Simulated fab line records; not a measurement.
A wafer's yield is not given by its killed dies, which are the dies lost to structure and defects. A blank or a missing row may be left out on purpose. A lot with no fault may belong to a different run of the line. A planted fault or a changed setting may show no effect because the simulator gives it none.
A struck lot beside a sound one || flow nandHarc || 15 out of 1302 route steps
Sound: wafers L169.2, L169.4, L169.6. Struck: wafer L183.1 (L183.3, L183.6, from the same lot, were not struck and are left out); the cause is given at the end.
For every step that has rows: the tool of each side, followed by ch and its chambers, followed by its first start. Under that, the readings that differ: sound wafers || struck wafers || difference of the means || sigmas: that difference in standard deviations of wafers without a fault.
alike: same words and numbers on both sides, and readings whose means sit less than 2 such deviations apart. not compared: any withheld reading, any reading some wafer has no value for, any bound like >300 that may hide the same value, and any number with overlapping values for which the record gives no deviation.
Wherever a step has rows on one side only, a row that says differs or no value, or a row with sigmas, the two part there. Numbers that have no deviation but don't overlap get no sigmas and don't part them. A reading missing from all wafers of one side parts the sides only when that side holds two or more wafers.

first, 8 steps without rows for these wafers: NHARC_A_CONTACT_COAT_86 (time 75 s); NHARC_A_CONTACT_COAT_87 (time 65 s); NHARC_A_CONTACT_COAT_02 (resist thk 90 nm); NHARC_A_CONTACT_SOFTBAKE_03 (time 55 s); NHARC_A_CONTACT_EBR_04; NHARC_A_CONTACT_EXPOSE_05 (exposes mask A CC); NHARC_A_CONTACT_PEB_06 (peb time 65 s); NHARC_A_CONTACT_DEVELOP_07 (develop time 35 s).
NHARC_A_CONTACT_CD_MEAS_08: target cd 200 nm.
  sound on cdSem-02 ch 0, day 23 10:02; struck on cdSem-01 ch 0, day 28 17:03
  alike: cdNm
NHARC_A_CONTACT_OVL_MEAS_09:
  sound: overlay-01 at day 23 10:07; struck: overlay-02 at day 28 17:08
  alike: overlayXNm, overlayYNm
NHARC_A_CONTACT_INSPECT_10:
  sound: defectInspect-01 at day 23 10:10; struck: defectInspect-02 at day 28 17:10
  alike: rawDefectCount
NHARC_A_CONTACT_DESCUM_13: chemistry O2, time 3 s.
  sound on rieDiel-13 ch 0,1,3, day 23 10:14; struck on rieDiel-10 ch 0, day 28 17:14
  alike: drypumpMotorCurrentA, oesProductAu, rfVppV, showerheadPlenumPTorr, throttleValvePct
  not compared: rfHoursCounterH
NHARC_A_CONTACT_ETCH_88: etches the open film in CF4, target depth 39 nm, time 65 s.
  sound on rieDiel-13 ch 1,2,3, day 23 10:19; struck on rieDiel-10 ch 0, day 28 17:19
{"reading": "oesProductAu (a.u.)", "sound": "1.008 1.008 0.989", "struck": 0.986, "difference": -0.016, "sigmas": -2}
{"reading": "runLengthS (s)", "sound": "86.3 86.0 86.3", "struck": 66.8, "difference": -19.4, "sigmas": -35}
  alike: cf4FlowSccm, drypumpMotorCurrentA, rfVppV, showerheadPlenumPTorr, throttleValvePct
  not compared: rfHoursCounterH
NHARC_A_CONTACT_ETCH_89: etches the open film in N2/H2, target depth 260 nm, time 475.3 s.
  sound on rieDiel-13 ch 0,3; struck on rieDiel-10 ch 3
  alike: drypumpMotorCurrentA, n2FlowSccm, oesProductAu, rfVppV, runLengthS, showerheadPlenumPTorr, throttleValvePct
  not compared: rfHoursCounterH
-- jump in the record: it breaks off in module A_CONTACT and resumes in module END (first step shown: number 1302 of the route), and 2 days separate the struck wafers' starts before and after --
NHARC_END_SORT_01:
  only the struck wafers appear in the record here, on prober-02 ch 0 at day 30 19:14; the sound ones have no rows

== WHERE THEY PART ==
At NHARC_A_CONTACT_ETCH_88 first; at NHARC_END_SORT_01 last (within this record only).

WHY: the cause the simulator had injected
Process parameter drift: rieDiel-10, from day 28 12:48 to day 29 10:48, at NHARC_A_CONTACT_ETCH_88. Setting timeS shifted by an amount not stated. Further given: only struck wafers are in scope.
